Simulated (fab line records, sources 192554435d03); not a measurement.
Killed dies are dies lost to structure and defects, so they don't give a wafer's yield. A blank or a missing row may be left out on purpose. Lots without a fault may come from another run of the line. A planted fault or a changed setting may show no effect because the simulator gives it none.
One fault seen from 2 desks | flow n5_finfet | each desk has only its own numbers; what lay behind them comes last

THE DEFECT DESK
What the inspections along the route counted, lot by lot: means of the sampled wafers that have a number. A lot is out of limits, marked OUT, if its mean lies more than 4 standard deviations from the usual mean; the brackets give that distance.
Columns: A = raw_defect_count at N5_BEOL_M12_INSPECT_12, usual 2.2
lot  | first seen here | A
L610 | day 11 13:56    | 2.3
L611 | day 12 06:38    | 3.3
L612 | day 12 06:47    | 3.0
L613 | day 12 06:58    | 1.7
L619 | day 13 11:09    | 2.0
L618 | day 13 19:28    | 1.7
L627 | day 15 16:47    | 0.7
L628 | day 15 21:04    | 3.3
L629 | day 16 08:25    | 1.7
L632 | day 17 01:03    | 3.3
This desk's finding: nothing out of limits on any of the 10 lots.

THE TOOL OWNER'S DESK: rie_diel-01
The tool's own readings at N5_BEOL_M12_ETCH_68 (etches SOC in N2/H2, time 285 s): means of the sampled wafers that have a number, for each lot that ran on this tool. A lot is out of limits, marked OUT, if its mean lies more than 4 standard deviations from the usual mean; the brackets give that distance. Of its 8 readings 7 are shown: the one that was out of limits first, and those that lie furthest out on some lot.
Columns: A = drypump_motor_current_A at N5_BEOL_M12_ETCH_68, usual 5.9 A; B = oes_product_au at N5_BEOL_M12_ETCH_68, usual 0.80 a.u.; C = rf_fwd_power_W at N5_BEOL_M12_ETCH_68, usual 2993 W; D = rf_vpp_V at N5_BEOL_M12_ETCH_68, usual 525.0 V; E = run_length_s at N5_BEOL_M12_ETCH_68, usual 308.5 s; F = showerhead_plenum_p_Torr at N5_BEOL_M12_ETCH_68, usual 2.59 Torr; G = temp_c at N5_BEOL_M12_ETCH_68, usual 40.01 C
lot  | first seen here | A   | B    | C    | D     | E               | F    | G
L613 | day 12 08:47    | 5.4 | 0.76 | 2984 | 523.1 | 308.5           | 2.52 | 39.96
L619 | day 13 13:13    | 6.0 | 0.76 | 2987 | 524.0 | 344.6 (+88) OUT | 2.54 | 39.95
This desk's finding: out of limits on L619; first on L619, day 13 13:13 (run_length_s at N5_BEOL_M12_ETCH_68). In limits: L613.

PUT TOGETHER
The tool owner's desk could have raised an alarm at day 13 13:13, on L619.
The defect desk saw nothing out of limits.
The defect desk has L619 on record, within its limits.
Of the lots named, all ran N5_BEOL_M12_ETCH_68 on rie_diel-01.

WHAT THE SIMULATOR HAD PUT IN
Process parameter drift: rie_diel-01, from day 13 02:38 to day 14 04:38, at N5_BEOL_M12_ETCH_68. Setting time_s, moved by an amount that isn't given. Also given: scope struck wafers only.
Lots struck among those shown: L619.
Hours from the fault's start to each desk's first reading out of limits: the tool owner's desk, 11.
